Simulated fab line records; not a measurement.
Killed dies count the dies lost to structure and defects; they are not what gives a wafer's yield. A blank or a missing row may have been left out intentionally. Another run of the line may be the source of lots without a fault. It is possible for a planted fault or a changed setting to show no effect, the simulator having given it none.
A struck lot beside a sound one    flow nand_harc    24 out of 1302 route steps
Sound: these wafers, L700.1, L700.3, L700.6. The struck wafers were L695.1, L695.4, L695.6. Last of all comes the cause.
At each step with rows: each side's tool, then ch and its chambers, then its first start. Under that, the readings that differ: sound wafers    struck wafers    difference of the means    sigmas: that difference in standard deviations of wafers without a fault.
alike: readings whose means differ by less than 2 such deviations, and words and numbers that are the same on both sides. not compared: withheld readings, readings that some wafer has no value for, bounds like >300 that may hide the same value, and numbers for which the record gives no deviation and whose values overlap.
A row with sigmas, a row that says differs or no value, or rows on one side alone: a step with any of these is where the two part. When numbers do not overlap yet have no deviation, they are printed without sigmas and do not part them. Lack of a reading on every wafer of one side parts them only where that side has two or more wafers.

first, 1 step without rows for these wafers: NHARC_P_STI_HARDBAKE_13 (time 65 s).
NHARC_P_STI_DESCUM_14: chemistry O2, time 3 s.
  sound on rie_diel-02 ch 1,2,3, day 9 22:23; struck on rie_diel-02 ch 0,1, day 7 18:56
  alike: drypump_motor_current_A, oes_product_au, rf_vpp_V, showerhead_plenum_p_Torr, throttle_valve_pct
  not compared: rf_hours_counter_h
NHARC_P_STI_ETCH_42: etches the open film in N2/H2, target depth 80 nm, overetch 24 nm, time 61 s.
  sound on rie_diel-02 ch 0,2, day 9 22:28; struck on rie_diel-02 ch 0,1, day 7 19:03
  alike: drypump_motor_current_A, h2_flow_sccm, oes_product_au, rf_vpp_V, showerhead_plenum_p_Torr, throttle_valve_pct
  not compared: rf_hours_counter_h
NHARC_P_STI_ETCH_31: etches the open film in CF4/CHF3, target depth 108.9 nm, time 54.5 s.
  sound on rie_diel-02 ch 2,3; struck on rie_diel-02 ch 0,2
  alike: drypump_motor_current_A, oes_product_au, rf_vpp_V, showerhead_plenum_p_Torr, throttle_valve_pct
  not compared: rf_hours_counter_h
NHARC_P_STI_ETCH_15: etches the open film in HBr/Cl2, target depth 300 nm, time 100.1 s.
  sound on rie_si-04 ch 0,1, day 9 22:39; struck on rie_si-02 ch 0,1,3, day 7 19:17
  alike: drypump_motor_current_A, oes_product_au, throttle_valve_pct
  not compared: rf_hours_counter_h
NHARC_P_STI_CD_MEAS_16:
  sound on cd_sem-03 at day 9 22:49; struck on cd_sem-03 at day 7 19:25
  alike: cd_nm
NHARC_P_STI_OCD_MEAS_17:
  sound on ocd-02 at day 9 22:54; struck on ocd-02 at day 7 19:30
  alike: trench_depth_nm, trench_foot_cd_nm
then, 3 steps without rows for these wafers: NHARC_P_STI_STRIP_19 (strips in SPM, time 900 s); NHARC_P_STI_PRECLEAN_32 (cleans in SC1); NHARC_P_STI_SRD_23.
NHARC_P_STI_OCD_MEAS_43:
  sound on ocd-01 at day 9 23:25; struck on ocd-01 at day 7 20:00
  alike: trench_depth_nm, trench_foot_cd_nm
then, 1 step without rows for these wafers: NHARC_P_STI_OXIDE_33 (material SiO2, target thk 10 nm, ox time 281 s).
NHARC_P_STI_HDPCVD_20: deposits SiO2.
  sound on hdpcvd-01 ch 0,1, day 10 08:02; struck on hdpcvd-01 ch 0,1, day 8 04:31
then, 1 step without rows for these wafers: NHARC_P_STI_ANNEAL_34 (time 1800 s).
NHARC_P_STI_CMP_21: polishes, t overpolish 20 s, target thk 380.67 nm.
  sound on cmp-04 ch 0,2,3, day 10 17:08; struck on cmp-01 ch 1,3, day 8 13:05
  alike: motor_current_A, overpolish_run_s
then, 7 steps without rows for these wafers: NHARC_P_STI_SRD_35; NHARC_P_STI_ETCH_36 (etches SiO2 in dHF, target depth 38.8 nm); NHARC_P_STI_STRIP_24 (strips Si3N4 in H3PO4); NHARC_P_STI_ETCH_37 (etches SiO2 in dHF, target depth 11 nm); NHARC_P_STI_PRECLEAN_38 (cleans in SC1); NHARC_P_STI_SRD_39; NHARC_P_STI_OXIDE_40 (material SiO2, target thk 10 nm, ox time 1362 s).
NHARC_P_STI_INSPECT_25:
  sound on defect_inspect-01 at day 11 01:12; struck on defect_inspect-01 at day 8 20:52
  alike: raw_defect_count
-- record jumps: 20 days between struck wafers' starts before vs after; left off in module P_STI, resumes in module END, first step shown is number 1302 of the route --
NHARC_END_SORT_01:
  at this point the record logs the struck wafers (prober-01 ch 0, day 28 14:29) and has no rows for the sound ones

WHERE THEY PART
At NHARC_END_SORT_01 and nowhere else, as far as this record goes.

WHY: what the simulator had put in
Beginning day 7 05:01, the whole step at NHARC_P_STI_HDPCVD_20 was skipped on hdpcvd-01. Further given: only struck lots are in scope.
